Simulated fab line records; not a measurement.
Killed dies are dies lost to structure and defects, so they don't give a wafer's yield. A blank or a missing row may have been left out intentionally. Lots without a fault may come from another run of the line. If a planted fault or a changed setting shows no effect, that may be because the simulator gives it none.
Chamber matching | flow n5Finfet | N5_MOL_CONTACT_COAG_ETCH_66 on rieDiel-04 has 4 sister chambers
The step etches SiARC in CF4, target depth 13 nm, time 21.7 s. 4 wafers are shown with their chamber, then 9 later ones without.

## WAFERS WITH THEIR CHAMBER
wafer  | chamber | drypumpMotorCurrentA (A)
L087.5 | 1       | 6.3
L089.2 | 0       | 5.7
L089.4 | 2       | 4.9
L089.6 | 3       | 6.5

## WAFERS MISSING THEIR CHAMBER
wafer  | drypumpMotorCurrentA (A)
L094.2 | 6.5
L094.3 | 4.9
L094.4 | 5.8
L096.2 | 6.5
L096.3 | 6.4
L096.4 | 5.7
L097.1 | 6.6
L097.2 | 5.8
L097.4 | 4.9

## CHAMBER TAKEN BY EACH
wafer  | from the rows above     | in truth
L094.2 | 3                       | 3
L094.3 | 2                       | 2
L094.4 | 0                       | 0
L096.2 | 3                       | 3
L096.3 | can't be placed: 3 or 1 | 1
L096.4 | 0                       | 0
L097.1 | 3                       | 3
L097.2 | 0                       | 0
L097.4 | 2                       | 2
Placed correctly: 8 of 9. From these rows, 1 cannot be placed; in 1 the true chamber is one of the candidates. Number placed wrongly: 0.
How it was worked out, from the rows above alone: a wafer's distance from a chamber is the root of the sum, over the readings, of the square of ((its reading less the chamber's mean) divided by the reading's scatter). If the next closest chamber is less than 2 further off than the closest, the wafer can't be placed; otherwise it belongs to the closest. The mean given for a chamber averages the wafers shown for that chamber. The scatter: with one shown wafer a chamber, the root of the mean of the squares of how far each hidden wafer lies from its nearest shown one.
